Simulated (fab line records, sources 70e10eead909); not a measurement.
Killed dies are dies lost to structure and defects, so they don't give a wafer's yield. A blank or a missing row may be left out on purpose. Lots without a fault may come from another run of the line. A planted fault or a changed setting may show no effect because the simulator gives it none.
A struck lot beside a sound one | flow nand_harc | 16 steps out of a route of 1302
Sound: wafers L897.3, L897.4, L897.5. Struck: wafer L894.5. (L894.3, L894.6 of the same lot were not struck and are left out.) The cause comes at the end.
At each step with rows: each side's tool, then ch and its chambers, then its first start. Under that, the readings that differ: sound wafers | struck wafers | difference of the means | sigmas: that difference in standard deviations of wafers without a fault.
alike: readings whose means differ by less than 2 such deviations, and words and numbers that are the same on both sides. not compared: withheld readings, readings that some wafer has no value for, bounds like >300 that may hide the same value, and numbers for which the record gives no deviation and whose values overlap.
The two part at a step that has a row with sigmas, a row that says differs or no value, or rows on one side only. Numbers that don't overlap but have no deviation are shown without sigmas and don't part them. A reading that every wafer of one side lacks parts them only if that side has two wafers or more.

NHARC_P_GATE_DESCUM_61: chemistry O2, time 3 s.
  sound on rie_diel-12 ch 1,2,3, day 14 08:14; struck on rie_diel-01 ch 0, day 12 22:41
  reading      | sound          | struck | difference | sigmas
  rf_vpp_V (V) | 56.7 58.8 57.6 | 55.6   | -2.1       | -2
  alike: drypump_motor_current_A, oes_product_au, showerhead_plenum_p_Torr, throttle_valve_pct
  not compared: rf_hours_counter_h
then, 1 step without rows for these wafers: NHARC_P_GATE_IMPLANT_62.
NHARC_P_GATE_STRIP_112: strips in N2/H2, time 200 s.
  sound on plasma_asher-01 ch 0,1, day 14 08:40; struck on plasma_asher-02 ch 1, day 12 23:09
  alike: drypump_motor_current_A, heater_power_w, temp_c
  not compared: rf_hours_counter_h
NHARC_P_GATE_STRIP_76: strips in O2.
  sound on plasma_asher-01 ch 0,1, day 14 08:52; struck on plasma_asher-02 ch 1, day 12 23:20
  alike: drypump_motor_current_A, heater_power_w, temp_c
  not compared: rf_hours_counter_h
then, 8 steps without rows for these wafers: NHARC_P_GATE_STRIP_63 (strips in SPM, time 900 s); NHARC_P_GATE_DEHYDRATE_83 (time 120 s); NHARC_P_GATE_HMDS_84 (time 30 s); NHARC_P_GATE_COAT_85; NHARC_P_GATE_SOFTBAKE_86 (time 95 s); NHARC_P_GATE_EBR_87; NHARC_P_GATE_EXPOSE_88 (exposes mask P HVN, target cd 2000 nm); NHARC_P_GATE_PEB_89 (peb time 85 s).
NHARC_P_GATE_DEVELOP_90: time 70 s.
  sound on litho_track-03 ch 0, day 14 09:00; struck on litho_track-05 ch 0, day 13 00:00
then, 1 step without rows for these wafers: NHARC_P_GATE_HARDBAKE_92 (time 80 s).
NHARC_P_GATE_DESCUM_93: chemistry O2, time 3 s.
  sound on rie_diel-01 ch 0,1, day 14 09:55; struck on rie_diel-06 ch 3, day 13 00:24
  reading                     | sound          | struck | difference | sigmas
  drypump_motor_current_A (A) | 6.7 5.8 6.7    | 5.5    | -0.9       | -2
  model.P_GATE.cd_nm (nm)     | 2003 2001 2003 | 714.4  | -1287.9    |
  alike: oes_product_au, rf_vpp_V, showerhead_plenum_p_Torr, throttle_valve_pct
  not compared: rf_hours_counter_h
then, 1 step without rows for these wafers: NHARC_P_GATE_IMPLANT_94.

WHERE THEY PART
First at NHARC_P_GATE_DESCUM_61; last, within this record, at NHARC_P_GATE_DESCUM_93.

WHY: what the simulator had put in
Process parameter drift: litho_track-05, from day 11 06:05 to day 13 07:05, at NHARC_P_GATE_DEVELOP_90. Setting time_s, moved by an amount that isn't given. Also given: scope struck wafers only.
